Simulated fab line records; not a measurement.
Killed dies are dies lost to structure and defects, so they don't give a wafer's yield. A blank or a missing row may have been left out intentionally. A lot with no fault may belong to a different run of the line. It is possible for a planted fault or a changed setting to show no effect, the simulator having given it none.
fab line records    flow n5_finfet
record: lots: 9  wafers: 27  last_day: 17
route steps=1938 shown BEOL_M4@1111 BEOL_M7@1307 PASSIVATION@1936
lots that met no fault: taken from a fault-free run of the same line
start_h: the number of hours between the record's first day and the start of the first shown wafer of the lot    wait_h: hours since the lot's step before    " the same as in the row above    L1.1+2: one row covering several wafers at once    - either no value or no given start    * or withheld: withheld    < > ~ a bound
route shown NAME@n: names a module that has steps shown in the file, with the first one's number in the route    usual: mean/standard deviation taken from wafers without a fault    same: alike in all rows    chamber/n: place in a boat    sites: per-site readings    _std_site: the standard deviation of these    _edge_site: inner sites' mean taken away from outer sites' mean    radius_mm: how far each site lies from the wafer's centre    mask NAME#n: copy n    behind: the most recent tool/chamber to have shaped the wafer    hold: what put the lot on hold/how long, in hours/how the hold closed    device: the n, p or np transistor that did not switch    end of line: tests run on the same wafers once the route is complete    for a step that has no rows: nothing shown but its recipe    killed: at the first sort, the dies lost to defects and structure; wafer yield is something else    map: the dies of a wafer, with x for killed, . for not killed, _ for no die there
set.NAME: the setting as run; set.NAME@STEP: as run at that earlier step    model.NAME: the simulator's own value behind a step, which no gauge read
the route's steps for a sample of lots (tables are steps, rows are wafers)
services: a tool's chamber out of use, with start hour (start_h, from the record's first day; less than 0 if before it), hours out, and reason
== steps ==
step: N5_BEOL_M4_RC_MEAS_101
usual: DIBL_N: 36.1/1.5  DIBL_P: 36.1/1.9  IOFF_N: 0.159/0.029  IOFF_P: 0.21/0.038  ION_N: 675/11  ION_P: 464/8.1  SS_N: 71.5/0.57  SS_P: 73.3/0.64  VT_N: 249/3.1  VT_P: -250/3.8
lot.wafer  tool       chamber  start_h  wait_h  DIBL_N[mV/V]  DIBL_P[mV/V]  IOFF_N[nA/um]  IOFF_P[nA/um]  ION_N[uA/um]  ION_P[uA/um]  SS_N[mV/dec]  SS_P[mV/dec]  VT_N[mV]  VT_P[mV]
L104.4     prober-01  0        158.90   0.5     37.0          37.6          0.149          0.21           664           462           71.6          73.3          249       -251
L104.5     "          0        "        "       35.4          34.6          0.118          0.17           654           457           71.8          72.9          255       -254
L104.6     "          0        "        "       37.2          38.3          0.144          0.22           664           461           71.6          73.2          252       -251
L111.2     prober-01  0        201.29   0.2     41.1          40.4          0.279          0.29           694           470           72.1          74.6          245       -248
L111.3     "          0        "        "       36.9          36.6          0.175          0.21           679           460           71.8          73.2          249       -252
L111.5     "          0        "        "       38.0          37.7          0.186          0.23           684           465           72.0          74.4          247       -251
L112.1     prober-02  0        219.08   0.0     37.8          38.2          0.171          0.24           679           470           72.0          74.1          250       -249
L112.4     "          0        "        "       37.4          37.0          0.156          0.21           670           456           71.8          73.5          254       -249
L112.6     "          0        "        "       36.2          36.6          0.140          0.21           657           465           71.6          73.0          249       -250
L117.3     prober-01  0        248.66   0.3     36.7          38.0          0.168          0.23           687           464           71.7          73.1          249       -249
L117.4     "          0        "        "       34.2          34.1          0.113          0.17           656           460           70.8          73.2          256       -254
L117.6     "          0        "        "       36.9          37.7          0.155          0.22           670           470           71.5          74.0          250       -250
L118.3     prober-02  0        249.42   0.6     36.8          35.6          0.172          0.18           677           454           71.0          73.2          248       -253
L118.5     "          0        "        "       36.2          35.5          0.175          0.20           692           470           70.5          73.2          247       -252
L118.6     "          0        "        "       37.0          36.4          0.184          0.19           686           452           71.6          74.3          245       -254
L119.4     prober-01  0        255.48   0.5     34.6          33.0          0.133          0.17           675           462           70.8          72.3          248       -253
L119.5     "          0        "        "       34.1          32.4          0.122          0.16           666           459           71.0          72.4          252       -255
L119.6     "          0        "        "       37.3          36.1          0.177          0.21           684           467           71.5          74.1          248       -251
L121.1     prober-01  0        269.52   0.0     35.6          37.1          0.150          0.19           663           457           71.3          73.5          253       -254
L121.4     "          0        "        "       36.9          37.5          0.166          0.19           676           460           72.4          73.6          248       -254
L121.5     "          0        "        "       36.6          37.7          0.169          0.20           675           457           72.3          73.7          251       -254
L126.1     prober-02  0        306.03   0.0     37.1          37.1          0.173          0.30           677           479           71.4          73.3          246       -241
L126.2     "          0        "        "       37.5          37.7          0.192          0.32           689           481           72.1          73.7          247       -242
L126.6     "          0        "        "       37.6          37.6          0.198          0.31           686           473           72.0          74.3          245       -244
L127.1     prober-01  0        321.45   0.0     36.2          36.8          0.181          0.23           684           469           71.1          73.3          247       -247
L127.3     "          0        "        "       36.6          36.4          0.180          0.23           680           468           70.9          72.5          246       -248
L127.5     "          0        "        "       34.8          36.0          0.168          0.23           686           473           71.5          73.6          244       -247
step: N5_BEOL_M7_STRIP_36
recipe: chemistry: N2/H2  power_w: 450  temp_c: 40  pressure_mtorr: 20  rf_frequency_hz: 6e+07  overash_fraction: 0.3  bias_power_w: 7  h2_frac: 0.5  n2_flow_sccm: 200  h2_flow_sccm: 200
usual: bias_power_w: 7.001/0.02  drypump_motor_current_A: 5.5/0.45  oes_product_au: 0.81/0.12  rf_vpp_V: 59.1/1.5  showerhead_plenum_p_Torr: 2.51/0.1  throttle_valve_pct: 23.3/0.47
lot.wafer  tool         chamber  start_h  wait_h  bias_power_w  drypump_motor_current_A  oes_product_au  rf_hours_counter_h  rf_vpp_V  showerhead_plenum_p_Torr  throttle_valve_pct
L104.4     rie_diel-04  1        179.54   0.0     6.968         5.0                      0.72            168                 56.7      2.42                      23.7
L104.5     "            2        "        "       6.989         6.3                      0.70            -                   56.4      2.52                      24.1
L104.6     "            1        "        "       7.001         5.0                      0.72            -                   58.6      2.42                      23.7
L111.2     rie_diel-05  0        227.34   0.0     7.001         5.5                      0.87            61                  60.7      2.56                      22.8
L111.3     "            3        "        "       6.996         5.0                      0.97            8                   60.3      2.49                      22.8
L111.5     "            2        "        "       7.008         5.7                      0.65            -                   61.0      2.59                      22.9
L112.1     rie_diel-05  2        243.25   0.0     6.975         5.8                      0.65            260                 60.5      2.59                      22.9
L112.4     "            2        "        "       7.012         5.7                      0.65            -                   60.8      2.59                      22.9
L112.6     "            3        "        "       7.030         5.0                      0.93            -                   58.6      2.48                      22.8
L118.3     rie_diel-04  1        274.33   0.0     6.996         5.0                      0.69            194                 59.9      2.41                      23.7
L118.5     "            0        "        "       7.036         5.1                      0.69            -                   59.4      2.39                      23.5
L118.6     "            3        "        "       7.012         6.0                      0.74            -                   57.9      2.43                      23.5
L117.3     rie_diel-05  1        275.56   0.0     7.018         5.8                      0.97            11                  60.9      2.73                      23.7
L117.4     "            3        "        "       6.981         5.0                      0.91            24                  58.2      2.48                      22.8
L117.6     "            3        "        "       7.019         5.0                      0.91            -                   59.8      2.48                      22.8
L119.4     rie_diel-05  0        284.59   0.0     6.978         5.5                      0.84            82                  58.4      2.55                      22.8
L119.5     "            0        "        "       6.976         5.5                      0.84            -                   58.8      2.55                      22.8
L119.6     "            3        "        "       6.994         5.0                      0.89            -                   57.3      2.48                      22.8
L121.1     rie_diel-04  3        313.07   0.0     7.019         6.1                      0.73            171                 59.5      2.42                      23.5
L121.4     "            2        "        "       6.988         6.3                      1.00            -                   62.1      2.50                      24.0
L121.5     "            1        "        "       7.012         5.0                      0.69            -                   57.9      2.40                      23.8
L126.1     rie_diel-05  3        336.65   0.0     6.976         5.0                      0.89            41                  57.7      2.47                      22.9
L126.2     "            2        "        "       6.972         5.7                      0.94            19                  58.9      2.58                      22.7
L126.6     "            3        "        "       6.999         5.0                      0.88            -                   57.8      2.47                      22.9
L127.1     rie_diel-04  3        346.12   0.0     7.012         6.1                      0.73            183                 59.8      2.42                      23.5
L127.3     "            1        "        "       7.014         5.0                      0.67            222                 58.3      2.40                      23.8
L127.5     "            3        "        "       7.003         6.0                      0.72            -                   58.2      2.42                      23.5
step: N5_BEOL_M7_ETCH_41
recipe: chemistry: CH3F/O2  target: SiCN  target_depth_a: 319  taper_deg: 2  time_s: 57.8  ion_energy_ev: 120  mask_material: TiN  pressure_mtorr: 30  source_w: 395  bias_w: 75  Ar_flow_sccm: 150  CH3F_flow_sccm: 30  O2_flow_sccm: 20
usual: CH3F_flow_sccm: 30.01/0.094  drypump_motor_current_A: 5.5/0.45  mfc_ar_sccm: 150.0/0.44  oes_product_au: 0.81/0.11  rf_vpp_V: 296.8/1.8  showerhead_plenum_p_Torr: 1.98/0.079  throttle_valve_pct: 16.07/0.3
lot.wafer  tool         chamber  start_h  wait_h  CH3F_flow_sccm  drypump_motor_current_A  mfc_ar_sccm  oes_product_au  rf_hours_counter_h  rf_vpp_V  showerhead_plenum_p_Torr  throttle_valve_pct
L104.4     rie_diel-04  1        -        -       29.88           5.0                      149.4        0.72            168                 295.3     1.91                      16.34
L104.5     "            2        "        "       30.02           6.3                      150.6        0.71            -                   296.2     1.97                      16.54
L104.6     "            1        "        "       29.95           5.0                      149.3        0.71            -                   294.3     1.91                      16.34
L111.2     rie_diel-05  0        -        -       30.00           5.5                      150.3        0.86            61                  296.3     2.03                      15.81
L111.3     "            3        "        "       30.05           5.0                      150.6        0.98            8                   297.9     1.96                      15.63
L111.5     "            2        "        "       29.92           5.7                      150.2        0.65            -                   297.8     2.05                      16.13
L112.1     rie_diel-05  2        -        -       30.09           5.7                      149.8        0.64            260                 297.3     2.05                      16.14
L112.4     "            2        "        "       30.10           5.7                      150.2        0.65            -                   299.0     2.05                      16.14
L112.6     "            3        "        "       29.93           5.0                      149.1        0.95            -                   296.7     1.96                      15.63
L118.3     rie_diel-04  1        -        -       30.00           5.0                      149.9        0.69            194                 294.7     1.91                      16.37
L118.5     "            0        "        "       30.02           5.1                      150.1        0.69            -                   294.3     1.88                      16.28
L118.6     "            3        "        "       30.06           6.1                      150.1        0.74            -                   295.4     1.91                      16.30
L117.3     rie_diel-05  1        -        -       30.15           5.8                      150.1        0.93            11                  298.4     2.14                      15.92
L117.4     "            3        "        "       30.03           5.0                      150.0        0.92            24                  296.4     1.95                      15.66
L117.6     "            3        "        "       30.11           5.0                      150.0        0.91            -                   296.6     1.95                      15.67
L119.4     rie_diel-05  0        -        -       29.90           5.5                      150.0        0.84            82                  299.1     2.02                      15.86
L119.5     "            0        "        "       29.96           5.6                      150.0        0.83            -                   297.1     2.02                      15.86
L119.6     "            3        "        "       29.93           5.0                      149.9        0.91            -                   297.2     1.95                      15.65
L121.1     rie_diel-04  3        -        -       30.06           6.0                      149.9        0.73            171                 296.3     1.90                      16.35
L121.4     "            2        "        "       29.84           6.3                      149.9        1.01            -                   296.7     1.95                      16.18
L121.5     "            1        "        "       30.11           5.0                      150.0        0.68            -                   293.4     1.90                      16.40
L126.1     rie_diel-05  3        -        -       29.95           5.0                      149.8        0.89            41                  297.4     1.95                      15.71
L126.2     "            2        "        "       30.14           5.7                      150.0        0.93            19                  297.8     2.04                      15.72
L126.6     "            3        "        "       30.04           5.0                      149.8        0.89            -                   297.0     1.95                      15.70
L127.1     rie_diel-04  3        -        -       30.03           6.1                      149.5        0.72            183                 295.5     1.90                      16.38
L127.3     "            1        "        "       30.23           5.0                      150.8        0.67            222                 294.5     1.90                      16.42
L127.5     "            3        "        "       30.05           6.1                      150.2        0.73            -                   296.3     1.90                      16.38
step: N5_BEOL_M7_CURE_75
recipe: temp_c: 370  time_s: 120  ambient: DMADMS/He  material: SiCOH_lowk
usual: lamp_power_pct: 52.33/0.052  wafer_temp_C_max: 371.6/0.59
lot.wafer  tool        chamber  start_h  wait_h  lamp_power_pct  wafer_temp_C_max
L104.4     uv_cure-02  1        180.08   0.2     52.29           371.3
L104.5     "           1        "        "       52.31           370.9
L104.6     "           1        "        "       52.21           371.2
L111.2     uv_cure-02  2        227.78   0.1     52.27           370.9
L111.3     "           2        "        "       52.36           370.9
L111.5     "           2        "        "       52.28           370.9
L112.1     uv_cure-03  1        243.64   0.0     52.28           372.2
L112.4     "           1        "        "       52.28           372.0
L112.6     "           1        "        "       52.28           372.0
L118.3     uv_cure-01  0        274.82   0.1     52.33           371.2
L118.5     "           0        "        "       52.36           371.5
L118.6     "           0        "        "       52.28           371.7
L117.3     uv_cure-02  0        276.06   0.1     52.33           371.4
L117.4     "           0        "        "       52.39           370.8
L117.6     "           0        "        "       52.33           370.9
L119.4     uv_cure-02  1        285.13   0.2     52.38           371.9
L119.5     "           1        "        "       52.33           371.6
L119.6     "           1        "        "       52.37           371.6
L121.1     uv_cure-02  1        313.46   0.0     52.30           371.5
L121.4     "           1        "        "       52.25           371.4
L121.5     "           1        "        "       52.29           371.4
L126.1     uv_cure-01  0        337.04   0.0     52.22           371.7
L126.2     "           0        "        "       52.35           371.4
L126.6     "           0        "        "       52.24           371.6
L127.1     uv_cure-03  2        346.57   0.1     52.34           372.6
L127.3     "           2        "        "       52.22           372.6
L127.5     "           2        "        "       52.35           371.5
step: N5_BEOL_M7_ECD_50
recipe: material: Cu  target_thk_a: 3000
lot.wafer   tool       chamber  start_h  wait_h
L104.4+5+6  ecd_cu-02  1,1,0    181.20   0.1
L111.2+3+5  ecd_cu-01  0,1,1    230.83   0.1
L112.1+4+6  ecd_cu-01  1        245.07   0.1
L118.3+5+6  ecd_cu-01  1,1,0    276.76   0.1
L117.3+4+6  ecd_cu-02  1,0,1    277.37   0.1
L119.4+5+6  ecd_cu-02  0,0,1    286.10   0.1
L121.1+4+5  ecd_cu-01  1,0,1    315.23   0.1
L126.1+2+6  ecd_cu-01  0,1,1    338.86   0.1
L127.1+3+5  ecd_cu-02  1,1,0    348.20   0.1
step: N5_BEOL_M7_CMP_52
recipe: stop_on: SiCOH_lowk  t_overpolish_s: 6.9  down_force_psi: 1  platen_rpm: 50  clearing_platen_down_force_psi: 1.5  clearing_platen_rpm: 50  post_cmp_clean: cu_alkaline  target_thk_nm: 80  clearing_platen_pad_velocity_m_s: 0.99484  pad_velocity_m_s: 0.99484
usual: motor_current_A: 6.0/0.79  time_to_endpoint_s: 62/3.5
lot.wafer  tool    chamber  start_h  wait_h  motor_current_A  time_to_endpoint_s
L104.4     cmp-04  2        181.61   0.2     6.1              62
L104.5     "       1        "        "       6.2              65
L104.6     "       2        "        "       6.2              65
L111.2     cmp-02  3        231.26   0.2     5.3              0
L111.3     "       1        "        "       5.3              0
L111.5     "       2        "        "       6.7              0
L112.4     cmp-04  3        245.46   0.1     5.0              4
L112.1     "       1        "        "       6.2              3
L112.6     "       0        "        "       5.8              3
L118.3     cmp-04  0        277.24   0.3     5.7              61
L118.6     "       1        "        "       5.8              67
L118.5     "       2        "        "       5.9              64
L117.3     cmp-02  1        278.08   0.2     5.2              58
L117.4     "       3        "        "       5.4              61
L117.6     "       2        "        "       6.7              59
L119.4     cmp-01  2        286.50   0.2     8.7              58
L119.5     "       1        "        "       5.9              57
L119.6     "       2        "        "       8.5              58
L121.4     cmp-02  2        315.77   0.3     7.0              65
L121.1     "       0        "        "       5.5              68
L121.5     "       3        "        "       5.3              66
L126.1     cmp-04  2        339.25   0.3     5.8              64
L126.2     "       1        "        "       6.0              66
L126.6     "       3        "        "       5.4              64
L127.1     cmp-01  0        348.65   0.3     6.0              64
L127.3     "       1        "        "       5.9              60
L127.5     "       3        "        "       5.4              64
step: N5_PASSIVATION_PROBE_49
usual: defect_limited_yield: 91.5/1.6  killed_at_M0_to_M3: 33/10  killed_at_M4_up: 13/5.6  killed_at_contacts: 13/6  killed_at_front_end: 39/12  killed_at_other: 3.0/2.8  killed_dies: 101/19  killed_on_rim: 13/4  killed_open: 65/13  killed_short: 32/8.3  sort_bin_5_function: 5.0/1  sort_bin_6_memory: 3.1/0.69  sort_n_pass: 1079/19  sort_yield_pct: 91.5/1.6
same: gross_dies: 1180  killed_at_back_side: 0  sort_bin_4_leakage[%]: 0  sort_bin_8_speed[%]: 0
lot.wafer  tool       chamber  start_h  wait_h  defect_limited_yield[%]  killed_at_M0_to_M3  killed_at_M4_up  killed_at_contacts  killed_at_front_end  killed_at_other  killed_dies  killed_on_rim  killed_open  killed_short  sort_bin_5_function[%]  sort_bin_6_memory[%]  sort_n_pass  sort_yield_pct[%]
L111.2     prober-02  -        311.99   0.1     0                        22                  1086             13                  57                   2                1180         152            68           37            96.4                    2.9                   0            0
L111.3     prober-02  -        312.04   0.1     0                        53                  1077             14                  30                   6                1180         152            84           38            95.5                    3.9                   0            0
L111.5     prober-02  -        312.14   0.2     0                        32                  1098             10                  28                   12               1180         152            67           36            95.6                    3.9                   0            0
L112.1     prober-02  -        315.71   0.0     0                        25                  1098             21                  36                   0                1180         152            68           22            97.0                    2.7                   0            0
L112.4     prober-02  -        315.86   0.2     0                        31                  1099             14                  36                   0                1180         152            68           26            96.9                    3.0                   0            0
L112.6     prober-02  -        315.96   0.3     0                        40                  1075             14                  47                   4                1180         152            89           31            96.3                    3.6                   0            0
L117.3     prober-02  -        353.86   0.1     93.2                     17                  11               5                   47                   0                80           11             51           24            4.2                     2.4                   1100         93.2
L117.4     prober-02  -        353.91   0.2     90.8                     31                  2                18                  54                   3                108          14             71           33            5.4                     3.4                   1072         90.8
L117.6     prober-02  -        354.01   0.3     93.1                     32                  5                7                   36                   2                82           7              42           38            3.8                     2.7                   1098         93.1
L118.6     prober-01  -        355.70   0.3     92.7                     28                  10               16                  30                   2                86           16             58           26            5.1                     1.9                   1094         92.7
killed by level:class
L111.2 BEOL_M7:area_ecd=1074 STI_FIN_REVEAL:geometric_particle:open=22 FIN_SAQP:geometric_particle:short=12 MOL_CONTACT_COAG:geometric_particle:open=11 BEOL_M0_SAQP:geometric_particle:open=6 FIN_SAQP:geometric_particle:open=5 BEOL_M3:geometric_particle:short=4 BEOL_M3:geometric_particle:open=4
L111.3 BEOL_M7:area_ecd=1054 BEOL_M0_SAQP:geometric_particle:open=13 MOL_CONTACT_COAG:geometric_particle:open=11 BEOL_M0_SAQP:geometric_particle:short=9 BEOL_M1:geometric_particle:open=9 BEOL_M2:geometric_particle:open=9 BEOL_M4:geometric_particle:open=9 BEOL_M3:geometric_particle:open=5
L111.5 BEOL_M7:area_ecd=1073 BEOL_M0_SAQP:geometric_particle:open=10 STI_FIN_REVEAL:geometric_particle:open=8 MOL_CONTACT_COAG:geometric_particle:open=6 BEOL_M4:geometric_particle:open=6 FIN_SAQP:geometric_particle:open=5 BEOL_M1:geometric_particle:open=5 MIM_TOP_ETCH:geometric_particle:open=5
L112.1 BEOL_M7:area_ecd=1088 MOL_CONTACT_COAG:geometric_particle:open=20 STI_FIN_REVEAL:geometric_particle:open=16 BEOL_M0_SAQP:geometric_particle:open=9 BEOL_M0_SAQP:geometric_particle:short=7 FIN_SAQP:geometric_particle:short=5 FIN_SAQP:geometric_particle:open=4 DUMMY_GATE:geometric_particle:open=3
L112.4 BEOL_M7:area_ecd=1085 MOL_CONTACT_COAG:geometric_particle:open=10 STI_FIN_REVEAL:geometric_particle:open=9 DUMMY_GATE:geometric_particle:open=8 BEOL_M1:geometric_particle:open=8 BEOL_M3:geometric_particle:open=6 ILD0:geometric_particle:open=5 BEOL_M4:geometric_particle:open=5
L112.6 BEOL_M7:area_ecd=1059 FIN_SAQP:geometric_particle:open=16 MOL_CONTACT_COAG:geometric_particle:open=13 STI_FIN_REVEAL:geometric_particle:open=9 BEOL_M3:geometric_particle:open=9 BEOL_M0_SAQP:geometric_particle:open=7 BEOL_M0_SAQP:geometric_particle:short=7 BEOL_M0:geometric_particle:open=7
L117.3 FIN_SAQP:geometric_particle:open=10 FIN_SAQP:geometric_particle:short=8 STI_FIN_REVEAL:geometric_particle:open=7 BEOL_M4:geometric_particle:open=7 GATE_CUT:geometric_particle:short=6 BEOL_M1:geometric_particle:open=5 BEOL_M2:geometric_particle:open=5 STARTING-WAFER:geometric_particle:open=4
L117.4 FIN_SAQP:geometric_particle:open=19 MOL_CONTACT_COAG:geometric_particle:open=16 FIN_SAQP:geometric_particle:short=10 BEOL_M0_SAQP:geometric_particle:open=7 BEOL_M3:geometric_particle:open=6 DUMMY_GATE:geometric_particle:open=5 BEOL_M3:geometric_particle:short=5 GATE_CUT:geometric_particle:short=4
L117.6 FIN_SAQP:geometric_particle:short=8 MOL_CONTACT_COAG:geometric_particle:open=6 BEOL_M2:geometric_particle:open=6 BEOL_M3:geometric_particle:open=6 STARTING-WAFER:geometric_particle:short=6 GATE_CUT:geometric_particle:short=5 BEOL_M0_SAQP:geometric_particle:short=5 FIN_SAQP:geometric_particle:open=4
L118.6 MOL_CONTACT_COAG:geometric_particle:open=13 BEOL_M0_SAQP:geometric_particle:open=7 DUMMY_GATE:geometric_particle:open=6 BEOL_M0_SAQP:geometric_particle:short=6 FIN_SAQP:geometric_particle:short=4 FIN_SAQP:geometric_particle:open=4 BEOL_M1:geometric_particle:open=4 BEOL_M3:geometric_particle:open=4
== services ==
tool         chamber  start_h  hours  kind
cmp-01       -        160.58   1.5    repair
uv_cure-01   -        162.00   5.0    pm
cmp-04       -        164.11   1.0    repair
uv_cure-01   -        171.95   1.5    repair
cmp-01       -        179.65   4.0    pm
rie_diel-05  3        180.01   -      clean
rie_diel-05  3        180.01   -      consumable_replace:focus_ring
cmp-04       -        182.35   0.4    repair
rie_diel-04  1        183.48   4.8    repair
cmp-04       -        189.92   0.3    repair
cmp-02       -        196.25   2.8    repair
cmp-01       -        202.18   2.4    repair
cmp-04       -        203.12   2.8    repair
cmp-01       -        230.19   4.0    pm
cmp-04       -        245.69   4.0    pm
cmp-02       -        258.45   4.3    repair
cmp-02       -        267.14   0.2    repair
ecd_cu-01    -        285.38   0.4    repair
ecd_cu-01    -        286.87   0.9    repair
ecd_cu-01    -        294.30   0.4    repair
cmp-04       -        299.37   0.3    repair
cmp-02       -        300.52   4.0    pm
uv_cure-03   -        322.08   8.3    repair
cmp-04       -        345.28   1.9    repair
== key ==
first_sign: step: N5_BEOL_M7_CMP_52  reading: time_to_endpoint_s  direction: down  sigmas: 17  usual: *  struck: *
effect: step: N5_PASSIVATION_PROBE_49  reading: killed_at_M4_up  direction: up  sigmas: 99+  usual: 13  struck: 1089
more_kills_born_at: N5_BEOL_M7_ECD_50@ecd_cu-01: 6433
met_at N5_BEOL_M7_ECD_50
struck_lots L111,L112
later_rows_left_out L111.2,L111.3,L111.5,L112.1,L112.4,L112.6
not_acting_at N5_BEOL_M7_STRIP_36,N5_BEOL_M7_ETCH_41,N5_BEOL_M7_CURE_75
fault: kind: skipped_step_whole  tool: ecd_cu-01  chamber: -  onset_h: 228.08  steps: N5_BEOL_M7_ECD_50  scope: struck_lots_only
later_rows_left_out: the simulator's readings of these wafers behind a module that went badly wrong aren't trusted and aren't shown, but for the sort
